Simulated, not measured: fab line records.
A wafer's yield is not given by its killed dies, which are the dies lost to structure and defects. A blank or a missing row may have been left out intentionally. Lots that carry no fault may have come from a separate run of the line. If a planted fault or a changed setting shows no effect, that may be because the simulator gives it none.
fab line records    flow nandHarc
[record] lots = 6  wafers = 18  lastDay = 31
route steps=1302 shown P_BONDPAD@357 END@1302
lots that met no fault: taken from a fault-free run of the same line
startH: start of the lot's first displayed wafer, in hours after the record's first day    waitH: how many hours have passed since the lot's step before this one    " same as the row above    L1.1+2: a row that stands for several wafers    - no value present, or no start provided    * or withheld: withheld    < > ~ a bound
route shown NAME@n: NAME is a module with steps in the file, n the number in the route of the first one    usual: average and standard deviation across the fault-free wafers    same: alike in all rows    chamber/n: place in a boat    sites: per-site readings    _std_site: the standard deviation of these    _edge_site: the outer-site mean with the inner-site mean subtracted    radiusMm: for every site, how far away it sits from the centre of the wafer    mask NAME#n: copy n    behind: the tool/chamber that last shaped the wafer    hold: reason for holding the lot/hours on hold/outcome of the hold    device: which transistor (n, p or np) failed to switch    end of line: the route-end tests of the same wafers    for a step that has no rows: nothing shown but its recipe    killed: not the wafer's yield, but the dies lost to structure and defects at the first sort    map: a wafer's dies, x killed, . not, _ none there
set.NAME: the setting the step ran with; set.NAME@STEP: the setting that earlier step ran with    model.NAME: the simulator's own value behind a step, which no gauge read
a table for each step, a row for each wafer; lots at some steps of the route
services: when a tool's chamber went out of use (startH, in hours from the record's first day, below 0 if earlier), for how many hours, and the reason
[[steps]]
[step NHARC_P_BONDPAD_COAT_36]
[recipe] tempC = 200  timeS = 65
[step NHARC_P_BONDPAD_COAT_03]
[recipe] spinRpm = 2000  resistThkNm = 600
[step NHARC_P_BONDPAD_SOFTBAKE_04]
[recipe] tempC = 125  timeS = 70
[step NHARC_P_BONDPAD_EBR_05]
[step NHARC_P_BONDPAD_EXPOSE_06]
[recipe] na = 0.55  doseMj = 37.06  maskId = P_BPAD
[step NHARC_P_BONDPAD_PEB_07]
[recipe] pebTempC = 128  pebTimeS = 80
[step NHARC_P_BONDPAD_DEVELOP_08]
[recipe] timeS = 50  devTempC = 22
[step NHARC_P_BONDPAD_CD_MEAS_09]
[recipe] targetCdNm = 500  landingEnergyEv = 500
[usual] cdNm = 499.3/1.7
[same] landingEnergyEv = 500
lot.wafer  tool      chamber  startH  waitH  cdNm
L220.2     cdSem-01  0        134.16  -      502.0
L220.3     "         0        "       "      498.8
L220.4     "         0        "       "      498.7
L229.1     cdSem-02  0        229.90  -      500.8
L229.4     "         0        "       "      500.2
L229.5     "         0        "       "      500.1
L231.1     cdSem-01  0        253.23  -      496.8
L231.2     "         0        "       "      500.1
L231.6     "         0        "       "      498.9
L233.1     cdSem-03  0        264.19  -      497.5
L233.2     "         0        "       "      497.1
L233.4     "         0        "       "      496.6
L238.3     cdSem-02  0        317.02  -      497.7
L238.4     "         0        "       "      502.5
L238.6     "         0        "       "      500.2
L239.2     cdSem-02  0        317.47  -      498.9
L239.3     "         0        "       "      499.0
L239.4     "         0        "       "      499.4
[step NHARC_P_BONDPAD_OVL_MEAS_38]
[usual] overlayXNm = 3/5.6  overlayYNm = 2/7.3
lot.wafer  tool        chamber  startH  waitH  overlayXNm  overlayYNm
L220.2     overlay-01  -        134.25  -      12          4
L220.3     "           -        "       "      11          4
L220.4     "           -        "       "      12          4
L229.1     overlay-01  -        229.99  -      -2          0
L229.4     "           -        "       "      -2          -1
L229.5     "           -        "       "      -2          -1
L231.1     overlay-02  -        253.32  -      -5          14
L231.2     "           -        "       "      -5          13
L231.6     "           -        "       "      -5          14
L233.1     overlay-02  -        264.27  -      7           12
L233.2     "           -        "       "      6           12
L233.4     "           -        "       "      6           12
L238.3     overlay-02  -        317.11  -      2           1
L238.4     "           -        "       "      2           1
L238.6     "           -        "       "      2           1
L239.2     overlay-01  -        317.56  -      -3          6
L239.3     "           -        "       "      -3          6
L239.4     "           -        "       "      -3          6
[step NHARC_P_BONDPAD_HARDBAKE_10]
[recipe] tempC = 118  timeS = 65
[step NHARC_P_BONDPAD_DESCUM_11]
[recipe] timeS = 3  o2FlowSccm = 200  arFlowSccm = 0  biasPowerW = 0  chemistry = O2
[usual] drypumpMotorCurrentA = 5.5/0.42  oesProductAu = 0.999/0.011  rfVppV = 57.6/0.8  showerheadPlenumPTorr = 1.89/0.088  throttleValvePct = 11.310/0.0097
lot.wafer  tool        chamber  startH  waitH  drypumpMotorCurrentA  oesProductAu  rfHoursCounterH  rfVppV  showerheadPlenumPTorr  throttleValvePct
L220.2     rieDiel-02  0        134.37  -      5.3                   0.990         3.8              56.6    1.79                   11.307
L220.3     "           1        "       "      5.8                   1.001         3.7              58.2    1.95                   11.320
L220.4     "           0        "       "      5.3                   1.007         -                57.4    1.79                   11.298
L229.1     rieDiel-03  3        230.11  -      6.0                   1.012         3.1              58.2    2.02                   11.322
L229.4     "           3        "       "      6.0                   1.006         -                57.9    2.02                   11.303
L229.5     "           2        "       "      6.1                   1.014         -                58.3    1.99                   11.312
L231.1     rieDiel-03  2        253.45  -      6.1                   0.998         3.3              57.6    1.99                   11.310
L231.2     "           0        "       "      5.6                   0.997         3.6              57.9    1.84                   11.311
L231.6     "           2        "       "      6.1                   0.994         -                59.8    1.99                   11.297
L233.1     rieDiel-03  3        264.40  -      6.1                   1.004         4.2              56.2    2.02                   11.332
L233.2     "           1        "       "      5.6                   1.009         4.1              57.4    1.81                   11.305
L233.4     "           3        "       "      6.1                   1.002         -                58.1    2.02                   11.310
L238.4     rieDiel-02  2        317.24  -      5.4                   0.985         6.0              55.7    1.81                   11.309
L238.3     "           3        "       "      4.8                   0.999         5.6              58.1    1.86                   11.327
L238.6     "           1        "       "      5.9                   1.005         -                57.2    1.95                   11.304
L239.4     rieDiel-02  0        317.71  -      5.3                   0.987         5.5              58.2    1.79                   11.315
L239.2     "           1        "       "      5.8                   0.997         5.9              57.6    1.95                   11.322
L239.3     "           2        "       "      5.4                   0.984         6.0              58.5    1.81                   11.283
[step NHARC_P_BONDPAD_ETCH_37]
[recipe] targetDepthA = 600  overetchA = 180  timeS = 65.91  ionEnergyEv = 200  n2FlowSccm = 150  h2FlowSccm = 150  arFlowSccm = 0  rfW = 400  biasW = 150  chemistry = N2/H2
[usual] drypumpMotorCurrentA = 5.6/0.41  n2FlowSccm = 150.1/0.47  oesProductAu = 0.998/0.01  rfFwdPowerW = 396.5/1.7  rfVppV = 429.9/2.9  showerheadPlenumPTorr = 2.02/0.097  throttleValvePct = 14.171/0.0091
lot.wafer  tool        chamber  startH  waitH  drypumpMotorCurrentA  n2FlowSccm  oesProductAu  rfFwdPowerW  rfHoursCounterH  rfVppV  showerheadPlenumPTorr  throttleValvePct
L220.3     rieDiel-02  2        134.47  0.1    5.4                   150.6       0.964         394.3        4.2              426.1   1.93                   14.176
L220.2     "           1        "       "      5.8                   150.1       1.001         397.4        3.7              431.8   2.08                   14.180
L220.4     "           1        "       "      5.8                   150.7       0.999         396.7        -                431.1   2.08                   14.169
L229.1     rieDiel-03  2        230.23  0.1    6.1                   149.6       1.003         395.6        2.3              433.3   2.12                   14.160
L229.4     "           1        "       "      5.6                   150.1       1.009         397.9        -                428.0   1.93                   14.168
L229.5     "           2        "       "      6.1                   149.5       1.013         396.7        -                432.8   2.12                   14.171
L231.1     rieDiel-03  1        253.54  0.1    5.7                   149.2       1.017         398.2        4.0              428.4   1.93                   14.174
L231.2     "           3        "       "      6.0                   149.8       0.992         394.9        4.1              433.1   2.15                   14.181
L231.6     "           1        "       "      5.6                   150.0       1.012         398.7        -                426.9   1.93                   14.174
L233.2     rieDiel-03  2        264.50  0.1    6.1                   150.5       0.999         396.9        3.4              434.0   2.12                   14.175
L233.1     "           1        "       "      5.7                   150.1       0.992         398.6        4.1              427.5   1.93                   14.178
L233.4     "           1        "       "      5.7                   149.5       1.002         398.9        -                428.1   1.93                   14.179
L238.4     rieDiel-02  0        317.32  0.1    5.3                   149.7       1.004         398.7        5.4              428.8   1.90                   14.160
L238.3     "           2        "       "      5.4                   150.7       0.980         396.0        6.0              427.8   1.93                   14.158
L238.6     "           3        "       "      4.8                   150.2       0.994         395.7        -                428.3   1.99                   14.161
L239.3     rieDiel-02  0        317.79  0.1    5.3                   150.2       1.000         396.5        5.5              426.7   1.90                   14.175
L239.2     "           2        "       "      5.4                   149.5       0.984         398.3        6.1              427.1   1.93                   14.174
L239.4     "           3        "       "      4.8                   149.9       1.005         393.3        5.6              429.1   1.99                   14.172
[step NHARC_P_BONDPAD_ETCH_12]
[recipe] targetDepthA = 2000  timeS = 100  chf3FlowSccm = 50  o2FlowSccm = 10  arFlowSccm = 200  rfW = 500  biasW = 200  chemistry = CHF3/O2
[usual] drypumpMotorCurrentA = 5.6/0.4  oesProductAu = 0.941/0.022  rfFwdPowerW = 496.9/2  rfVppV = 370.2/2.4  showerheadPlenumPTorr = 2.38/0.11  throttleValvePct = 20.572/0.0097
lot.wafer  tool        chamber  startH  waitH  drypumpMotorCurrentA  oesProductAu  rfFwdPowerW  rfHoursCounterH  rfVppV  showerheadPlenumPTorr  throttleValvePct
L220.2     rieDiel-02  2        134.58  -      5.4                   0.936         496.9        4.3              367.2   2.29                   20.580
L220.3     "           0        "       "      5.3                   0.964         496.6        3.8              366.4   2.25                   20.575
L220.4     "           2        "       "      5.4                   0.941         496.6        -                367.9   2.29                   20.570
L229.1     rieDiel-03  2        230.33  -      6.1                   0.964         495.1        2.4              371.6   2.49                   20.586
L229.4     "           2        "       "      6.1                   0.975         494.6        -                373.5   2.49                   20.568
L229.5     "           3        "       "      6.1                   0.962         493.7        -                372.8   2.53                   20.585
L231.1     rieDiel-03  3        253.62  -      6.0                   0.925         499.1        4.1              371.7   2.53                   20.575
L231.2     "           1        "       "      5.7                   0.931         496.0        4.1              367.4   2.28                   20.566
L231.6     "           0        "       "      5.5                   0.937         492.8        -                367.5   2.32                   20.581
L233.1     rieDiel-03  2        264.60  -      6.1                   0.909         494.1        3.4              373.1   2.49                   20.562
L233.2     "           3        "       "      6.0                   0.918         496.8        4.3              373.9   2.53                   20.558
L233.4     "           2        "       "      6.1                   0.927         496.3        -                372.9   2.49                   20.558
L238.3     rieDiel-02  1        317.41  -      5.8                   1.184         697.0        5.9              373.0   2.45                   20.561
L238.4     "           3        "       "      4.8                   1.223         696.4        5.6              368.8   2.34                   20.572
L238.6     "           1        "       "      5.8                   1.199         700.3        -                370.6   2.45                   20.577
L239.2     rieDiel-02  1        317.88  -      5.9                   1.138         698.0        6.0              372.5   2.45                   20.573
L239.4     "           2        "       "      5.4                   1.133         696.1        6.1              369.3   2.28                   20.567
L239.3     "           3        "       "      4.8                   1.162         695.1        5.7              369.2   2.34                   20.572
[step NHARC_P_BONDPAD_CD_MEAS_13]
[usual] cdNm = 498.7/1.9
lot.wafer  tool      chamber  startH  waitH  cdNm
L220.2     cdSem-02  -        134.74  -      502.1
L220.3     "         -        "       "      498.3
L220.4     "         -        "       "      499.4
L229.1     cdSem-02  -        230.47  -      500.1
L229.4     "         -        "       "      499.3
L229.5     "         -        "       "      501.3
L231.1     cdSem-03  -        253.76  -      496.1
L231.2     "         -        "       "      498.4
L231.6     "         -        "       "      498.5
L233.1     cdSem-03  -        264.76  -      496.5
L233.2     "         -        "       "      496.7
L233.4     "         -        "       "      495.5
L238.3     cdSem-03  -        317.55  -      499.4
L238.4     "         -        "       "      505.4
L238.6     "         -        "       "      502.0
L239.2     cdSem-02  -        318.03  -      499.4
L239.3     "         -        "       "      501.8
L239.4     "         -        "       "      502.0
[step NHARC_END_SORT_01]
[recipe] tempC = 25
[usual] defectLimitedYield = 91.1/2.9  killedAtArray = 55/19  killedAtOther = 0.8/1.1  killedAtPeriphery = 4.0/2.6  killedDies = 60/20  killedOpen = 3.4/1.7  killedShort = 2.6/1.5
[same] grossDies = 677
lot.wafer  tool       chamber  startH  waitH  defectLimitedYield[%]  killedAtArray  killedAtOther  killedAtPeriphery  killedDies  killedOpen  killedShort
L220.2     prober-01  0        571.99  2.8    96.5                   21             0              3                  24          1           4
L220.3     prober-01  0        572.78  3.1    94.8                   31             1              3                  35          7           2
L220.4     prober-01  0        573.58  3.4    97.2                   17             0              2                  19          3           0
L229.1     prober-02  0        658.18  2.5    88.3                   74             2              3                  79          4           2
L229.4     prober-02  0        660.58  3.4    88.5                   72             1              5                  78          2           4
L229.5     prober-02  0        661.38  3.7    87.4                   79             2              4                  85          2           3
L233.1     prober-01  0        682.44  2.5    89.1                   73             0              1                  74          4           6
L233.2     prober-01  0        683.24  2.8    91.3                   55             1              3                  59          4           5
L233.4     prober-01  0        684.86  3.4    90.7                   57             1              5                  63          1           3
L231.1     prober-02  0        682.49  2.5    93.9                   38             0              3                  41          4           1
// killed by level:class
L220.2 A_CHANNEL_HOLE_D2:chamberFilmFlake=5 A_STAIRCASE:chamberFilmFlake=3 A_CONTACT:unspecified=3 A_WL_FILL:geometricParticle:short=2 A_CHANNEL_FILL_D2:chamberFilmFlake=2 A_WL_FILL:chamberFilmFlake=2 A_CONTACT:chamberFilmFlake=2 P_GATE:geometricParticle:short=1
L220.3 A_CHANNEL_HOLE_D2:chamberFilmFlake=6 A_CHANNEL_HOLE_D1:chamberFilmFlake=4 A_WL_FILL:chamberFilmFlake=3 A_CONTACT:chamberFilmFlake=3 A_CHANNEL_FILL_D1:geometricParticle:open=2 A_M0:geometricParticle:open=2 A_ZERO_WELL:chamberFilmFlake=2 A_CONTACT:unspecified=2
L220.4 A_CHANNEL_HOLE_D2:chamberFilmFlake=4 A_STAIRCASE:chamberFilmFlake=3 A_CHANNEL_FILL_D2:chamberFilmFlake=2 A_CONTACT:unspecified=2 A_CONTACT:chamberFilmFlake=2 A_CHANNEL_FILL_D1:geometricParticle:open=1 A_DECK1_JOINT:geometricParticle:open=1 A_SGD_CUT:geometricParticle:open=1
L229.1 A_CHANNEL_HOLE_D1:chamberFilmFlake=35 A_SLIT:chamberFilmFlake=26 P_ZERO_WELL:chamberFilmFlake=3 A_CHANNEL_HOLE_D2:chamberFilmFlake=3 A_CHANNEL_FILL_D2:geometricParticle:short=2 A_M0:geometricParticle:open=2 A_CHANNEL_FILL_D1:chamberFilmFlake=2 THIN_TSV:chamberFilmFlake=2
L229.4 A_SLIT:chamberFilmFlake=32 A_CHANNEL_HOLE_D1:chamberFilmFlake=24 A_CHANNEL_HOLE_D2:chamberFilmFlake=8 A_CONTACT:chamberFilmFlake=4 P_STI:geometricParticle:short=1 P_GATE:geometricParticle:short=1 P_CONTACT:geometricParticle:open=1 A_DECK1_JOINT:geometricParticle:short=1
L229.5 A_SLIT:chamberFilmFlake=31 A_CHANNEL_HOLE_D1:chamberFilmFlake=29 A_CHANNEL_HOLE_D2:chamberFilmFlake=10 P_BONDPAD:chamberFilmFlake=2 A_STAIRCASE:chamberFilmFlake=2 A_CONTACT:chamberFilmFlake=2 THIN_TSV:chamberFilmFlake=2 P_CONTACT:geometricParticle:open=1
L233.1 A_SLIT:chamberFilmFlake=37 A_STAIRCASE:chamberFilmFlake=7 A_WL_FILL:chamberFilmFlake=6 A_CHANNEL_HOLE_D2:chamberFilmFlake=5 A_CHANNEL_HOLE_D1:chamberFilmFlake=3 A_CHANNEL_FILL_D2:chamberFilmFlake=3 A_M0:geometricParticle:short=2 P_GATE:geometricParticle:short=1
L231.1 A_CHANNEL_HOLE_D2:chamberFilmFlake=11 A_STAIRCASE:chamberFilmFlake=6 A_CHANNEL_HOLE_D1:chamberFilmFlake=5 A_CONTACT:chamberFilmFlake=5 A_SLIT:chamberFilmFlake=4 A_M1:chamberFilmFlake=3 P_GATE:geometricParticle:open=1 P_CONTACT:geometricParticle:short=1
L233.2 A_SLIT:chamberFilmFlake=25 A_CHANNEL_HOLE_D2:chamberFilmFlake=6 A_STAIRCASE:chamberFilmFlake=4 A_M1:chamberFilmFlake=3 A_CHANNEL_FILL_D1:geometricParticle:short=2 A_CHANNEL_FILL_D1:geometricParticle:open=2 P_M2:chamberFilmFlake=2 A_CHANNEL_HOLE_D1:chamberFilmFlake=2
L233.4 A_SLIT:chamberFilmFlake=31 A_CHANNEL_HOLE_D1:chamberFilmFlake=7 A_CHANNEL_HOLE_D2:chamberFilmFlake=5 A_M1:chamberFilmFlake=4 A_WL_FILL:chamberFilmFlake=3 P_M2:chamberFilmFlake=2 A_STAIRCASE:chamberFilmFlake=2 A_CONTACT:chamberFilmFlake=2
[[services]]
tool        chamber  startH  hours  kind
rieDiel-03  0        113.36  -      clean
rieDiel-03  1        113.36  -      clean
rieDiel-03  2        113.36  -      clean
rieDiel-03  3        113.36  -      clean
rieDiel-02  0        122.20  -      clean
rieDiel-02  1        122.20  -      clean
rieDiel-02  2        122.20  -      clean
rieDiel-02  3        122.20  -      clean
rieDiel-02  3        129.40  6.4    repair
rieDiel-03  0        137.86  -      clean
rieDiel-03  1        137.86  -      clean
rieDiel-03  2        137.86  -      clean
rieDiel-03  3        137.86  -      clean
rieDiel-03  1        145.67  15.5   repair
rieDiel-02  0        146.70  -      clean
rieDiel-02  1        146.70  -      clean
rieDiel-03  2        177.95  23.1   repair
rieDiel-03  0        178.80  3.5    repair
rieDiel-03  3        181.04  7.9    repair
rieDiel-02  -        216.70  9.0    pm
rieDiel-03  0        220.92  15.9   repair
rieDiel-03  0        261.36  11.1   repair
rieDiel-03  -        281.36  9.0    pm
rieDiel-02  -        297.54  0.7    repair
[[key]]
[firstSign] step = NHARC_P_BONDPAD_ETCH_12  reading = rfFwdPowerW  direction = up  sigmas = 99  usual = *  struck = *
[effect] step = NHARC_P_BONDPAD_ETCH_12  reading = oesProductAu  direction = up  sigmas = 11  usual = 0.941  struck = 1.173
[effect] step = NHARC_P_BONDPAD_CD_MEAS_13  reading = cdNm  direction = up  sigmas = 1.6  usual = 498.7  struck = 501.7
metAt NHARC_P_BONDPAD_ETCH_12
struckWafers L238.3,L238.4,L238.6,L239.2,L239.3,L239.4
onsetBetween 134.58 317.41
[fault] kind = processParameterDrift  tool = rieDiel-02  chamber = -  onsetH = 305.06  steps = NHARC_P_BONDPAD_ETCH_12  channel = rfW  offset = *  shape = step  endH = 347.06  actsIn = *  stated = *
